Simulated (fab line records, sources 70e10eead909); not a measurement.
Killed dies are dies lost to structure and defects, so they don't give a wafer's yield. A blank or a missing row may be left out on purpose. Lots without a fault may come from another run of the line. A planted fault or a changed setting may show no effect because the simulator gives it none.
Chamber matching | flow nand_harc | NHARC_P_GATE_STRIP_101 on rie_diel-05: 4 sister chambers
The step strips in O2, time 20 s. 16 wafers are shown with their chamber, then 8 later ones without.

WAFERS WITH THEIR CHAMBER
wafer  | chamber | drypump_motor_current_A (A) | showerhead_plenum_p_Torr (Torr) | throttle_valve_pct (%)
L075.1 | 1       | 5.6                         | 3.42                            | 17.027
L075.2 | 3       | 5.4                         | 3.64                            | 17.031
L075.3 | 2       | 5.6                         | 3.64                            | 17.040
L074.1 | 2       | 5.6                         | 3.63                            | 17.037
L074.2 | 3       | 5.4                         | 3.64                            | 17.019
L074.3 | 0       | 6.3                         | 3.58                            | 17.040
L079.1 | 3       | 5.3                         | 3.64                            | 17.028
L079.2 | 1       | 5.6                         | 3.41                            | 17.031
L079.6 | 1       | 5.6                         | 3.41                            | 17.053
L080.1 | 1       | 5.6                         | 3.41                            | 17.030
L080.3 | 3       | 5.3                         | 3.63                            | 17.021
L080.4 | 3       | 5.3                         | 3.63                            | 17.038
L091.2 | 1       | 5.6                         | 3.40                            | 17.035
L091.3 | 3       | 5.3                         | 3.63                            | 17.040
L091.4 | 0       | 6.3                         | 3.56                            | 17.043
L093.2 | 1       | 5.6                         | 3.40                            | 17.047

SIGNATURES (means of the wafers above)
reading                  | chamber 0 | chamber 1 | chamber 2 | chamber 3 | scatter within a chamber
drypump_motor_current_A  | 6.300     | 5.600     | 5.600     | 5.333     | 0.0333
showerhead_plenum_p_Torr | 3.5700    | 3.4083    | 3.6350    | 3.6350    | 0.00755
throttle_valve_pct       | 17.04150  | 17.03717  | 17.03850  | 17.02950  | 0.00877
Rule: a wafer's distance from a chamber is the root of the sum, over the readings, of the square of ((its reading less the chamber's mean) divided by the reading's scatter). The wafer belongs to the nearest chamber; if the next one is less than 2 further off, it can't be placed. The scatter: the root of (the sum of the squares of (reading less its chamber's mean) over the shown wafers, divided by (wafers less chambers)).

WAFERS WITHOUT THEIR CHAMBER
wafer  | drypump_motor_current_A (A) | showerhead_plenum_p_Torr (Torr) | throttle_valve_pct (%)
L093.3 | 6.3                         | 3.55                            | 17.027
L093.6 | 6.3                         | 3.55                            | 17.041
L096.4 | 6.3                         | 3.55                            | 17.051
L096.5 | 5.6                         | 3.39                            | 17.034
L096.6 | 5.7                         | 3.62                            | 17.039
L097.1 | 5.7                         | 3.62                            | 17.040
L097.2 | 5.6                         | 3.39                            | 17.042
L097.5 | 5.3                         | 3.62                            | 17.030

WHICH CHAMBER EACH WENT THROUGH
wafer  | from the rows above | in truth
L093.3 | 0                   | 0
L093.6 | 0                   | 0
L096.4 | 0                   | 0
L096.5 | 1                   | 1
L096.6 | 2                   | 2
L097.1 | 2                   | 2
L097.2 | 1                   | 1
L097.5 | 3                   | 3
Placed correctly: 8 of 8. Can't be placed from these rows: 0. Placed wrongly: 0.
